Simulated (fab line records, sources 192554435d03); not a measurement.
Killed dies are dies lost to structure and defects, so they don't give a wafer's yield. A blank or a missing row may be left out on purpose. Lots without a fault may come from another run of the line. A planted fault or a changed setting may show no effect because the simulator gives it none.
Chamber matching | flow n5_finfet | N5_BEOL_M1_ILD_DEP_00 on pecvd-02: 3 sister chambers
The step deposits SiOC from DEMS/O2, target thk 79 nm, time 15.3 s. 22 wafers are shown with their chamber, then 11 later ones without.

WAFERS WITH THEIR CHAMBER
wafer  | chamber | throttle_valve_pct (%) | showerhead_plenum_p_Torr (Torr) | heater_power_w (W)
L078.1 | 0       | 11.4                   | 5.704                           | 536
L078.3 | 2       | 11.9                   | 5.729                           | 458
L078.5 | 0       | 11.4                   | 5.703                           | 522
L079.1 | 1       | 12.5                   | 5.715                           | 465
L079.2 | 0       | 11.6                   | 5.700                           | 528
L079.4 | 0       | 11.5                   | 5.713                           | 530
L082.2 | 2       | 11.8                   | 5.721                           | 511
L082.4 | 1       | 12.6                   | 5.706                           | 478
L082.6 | 0       | 11.4                   | 5.707                           | 531
L085.1 | 2       | 12.1                   | 5.728                           | 510
L085.4 | 1       | 12.4                   | 5.710                           | 511
L085.5 | 2       | 12.3                   | 5.722                           | 507
L087.3 | 0       | 11.8                   | 5.701                           | 544
L087.4 | 0       | 11.5                   | 5.703                           | 550
L087.6 | 1       | 12.5                   | 5.702                           | 537
L089.1 | 1       | 12.4                   | 5.715                           | 525
L089.2 | 0       | 11.7                   | 5.685                           | 447
L089.4 | 1       | 12.4                   | 5.709                           | 538
L091.1 | 1       | 12.4                   | 5.699                           | 487
L091.3 | 1       | 12.6                   | 5.704                           | 510
L091.4 | 0       | 11.5                   | 5.706                           | 551
L093.2 | 1       | 12.3                   | 5.698                           | 469

SIGNATURES (means of the wafers above)
reading                  | chamber 0 | chamber 1 | chamber 2 | scatter within a chamber
throttle_valve_pct       | 11.533    | 12.456    | 12.025    | 0.143
showerhead_plenum_p_Torr | 5.70244   | 5.70644   | 5.72500   | 0.0066
heater_power_w           | 526.56    | 502.22    | 496.50    | 29.3
Rule: a wafer's distance from a chamber is the root of the sum, over the readings, of the square of ((its reading less the chamber's mean) divided by the reading's scatter). The wafer belongs to the nearest chamber; if the next one is less than 2 further off, it can't be placed. The scatter: the root of (the sum of the squares of (reading less its chamber's mean) over the shown wafers, divided by (wafers less chambers)).

WAFERS WITHOUT THEIR CHAMBER
wafer  | throttle_valve_pct (%) | showerhead_plenum_p_Torr (Torr) | heater_power_w (W)
L093.5 | 11.7                   | 5.696                           | 455
L093.6 | 12.5                   | 5.699                           | 491
L094.1 | 11.3                   | 5.709                           | 484
L094.4 | 11.7                   | 5.703                           | 490
L094.6 | 11.5                   | 5.700                           | 493
L095.1 | 11.1                   | 5.716                           | 472
L095.3 | 11.7                   | 5.702                           | 459
L095.4 | 11.7                   | 5.710                           | 468
L097.1 | 11.8                   | 5.704                           | 575
L097.2 | 11.3                   | 5.736                           | 496
L097.6 | 11.3                   | 5.714                           | 505

WHICH CHAMBER EACH WENT THROUGH
wafer  | from the rows above     | in truth
L093.5 | 0                       | 0
L093.6 | 1                       | 1
L094.1 | 0                       | 0
L094.4 | 0                       | 0
L094.6 | 0                       | 0
L095.1 | 0                       | 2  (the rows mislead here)
L095.3 | can't be placed: 0 or 2 | 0
L095.4 | can't be placed: 0 or 2 | 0
L097.1 | can't be placed: 0 or 2 | 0
L097.2 | can't be placed: 2 or 0 | 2
L097.6 | 0                       | 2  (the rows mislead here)
Placed correctly: 5 of 11. Can't be placed from these rows: 4 (the true chamber is among the candidates in 4). Placed wrongly: 2.
